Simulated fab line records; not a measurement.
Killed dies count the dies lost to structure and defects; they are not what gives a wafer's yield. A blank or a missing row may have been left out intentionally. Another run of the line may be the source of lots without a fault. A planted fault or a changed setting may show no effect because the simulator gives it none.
Struck lot and sound lot, side by side | flow n5-finfet | 17 steps out of a route of 1938
Sound: these wafers, L872.1, L872.2, L872.6. Struck: wafer L888.4. (L888.5 of the same lot was not struck and is left out.) The cause comes at the end.
For every step that has rows: the tool of each side, followed by ch and its chambers, followed by its first start. Under that, the readings that differ: sound wafers | struck wafers | difference of the means | sigmas: that difference in standard deviations of wafers without a fault.
alike: readings whose means differ by less than 2 such deviations, and words and numbers that are the same on both sides. not compared: withheld readings, readings that some wafer has no value for, bounds like >300 that may hide the same value, and numbers for which the record gives no deviation and whose values overlap.
Wherever a step has rows on one side only, a row that says differs or no value, or a row with sigmas, the two part there. Non-overlapping numbers with no deviation appear without sigmas and do not part them. Lack of a reading on every wafer of one side parts them only where that side has two or more wafers.

first, 11 steps without rows for these wafers: N5_BEOL_M1_DESCUM_33 (chemistry O2, time 7 s); N5_BEOL_M1_ETCH_77 (etches underlayer in N2/H2, target depth 6.5 nm, time 5.2 s); N5_BEOL_M1_ETCH_69 (etches SiARC in CF4, target depth 15.6 nm, time 26 s); N5_BEOL_M1_ALD_98 (deposits SiO2, target thk 2.5 nm, pulse time 1 s, co reactant pulse time 1 s); N5_BEOL_M1_ETCHBACK_99 (etches SiO2 in CHF3, target depth 5 nm, time 10.4 s); N5_BEOL_M1_ETCH_70 (etches SOC in N2/H2, target depth 80 nm, overetch 16 nm, time 120 s); N5_BEOL_M1_STRIP_71 (strips in N2/H2); N5_BEOL_M1_STRIP_78 (strips in N2/H2); N5_BEOL_M1_VIA_ETCH_34 (etches the open film in C4F6/O2, target depth 67.8 nm, time 64.4 s); N5_BEOL_M1_STRIP_83 (strips in C4F6/O2); N5_BEOL_M1_STRIP_36 (strips in N2/H2).
N5_BEOL_M1_TRENCH_ETCH_37: etches SiOC in C4F6/O2, target depth 55.207 nm, time 29 s.
  sound on rie-diel-04 ch 0,3, day 7 02:49; struck on rie-diel-02 ch 3, day 10 23:57
  reading                             | sound             | struck | difference | sigmas
  model.etch.depth-nm (nm)            | 53.56 52.57 53.48 | 43.65  | -9.55      |
  model.BEOL_M1.feature-depth-nm (nm) | 53.6 52.6 53.4    | 43.6   | -9.6       |
  alike: drypump-motor-current-A, oes_f_703_au, oes_o_777_au, oes-product-au, rf-vpp-V, showerhead-plenum-p-Torr, throttle-valve-pct
  not compared: rf-hours-counter-h
then, 2 steps without rows for these wafers: N5_BEOL_M1_ETCH_41 (etches SiCN in CH3F/O2, target depth 31.9 nm, time 57.8 s); N5_BEOL_M1_STRIP_97 (strips in N2/H2, time 10 s).
N5_BEOL_M1_OCD_MEAS_38:
  sound on ocd-02 at day 7 02:59; struck on ocd-02 at day 11 00:07
  reading              | sound          | struck | difference | sigmas
  trench-depth-nm (nm) | 54.3 53.1 53.6 | 43.4   | -10.3      | -6
then, 1 step without rows for these wafers: N5_BEOL_M1_HM_STRIP_39 (strips TiN in peroxide tin strip, target depth 25 nm, time 158 s).
-- record jumps: 2 days separate the struck wafers' starts on either side; left off in module BEOL_M1, taken up again in module BEOL_M4, whose first shown step is the route's number 1111 --
N5_BEOL_M4_RC_MEAS_101:
  sound on prober-02 ch 0, day 8 22:36; struck on prober-02 ch 0, day 13 01:23
  alike: DIBL_N, DIBL_P, IOFF_N, IOFF_P, ION_N, ION_P, SS_N, SS_P, VT_N, VT_P

== WHERE THEY PART ==
Within this record, at N5_BEOL_M1_OCD_MEAS_38 only. Later steps at which nothing parts them and some readings are alike: N5_BEOL_M4_RC_MEAS_101.

WHY: the cause the simulator had injected
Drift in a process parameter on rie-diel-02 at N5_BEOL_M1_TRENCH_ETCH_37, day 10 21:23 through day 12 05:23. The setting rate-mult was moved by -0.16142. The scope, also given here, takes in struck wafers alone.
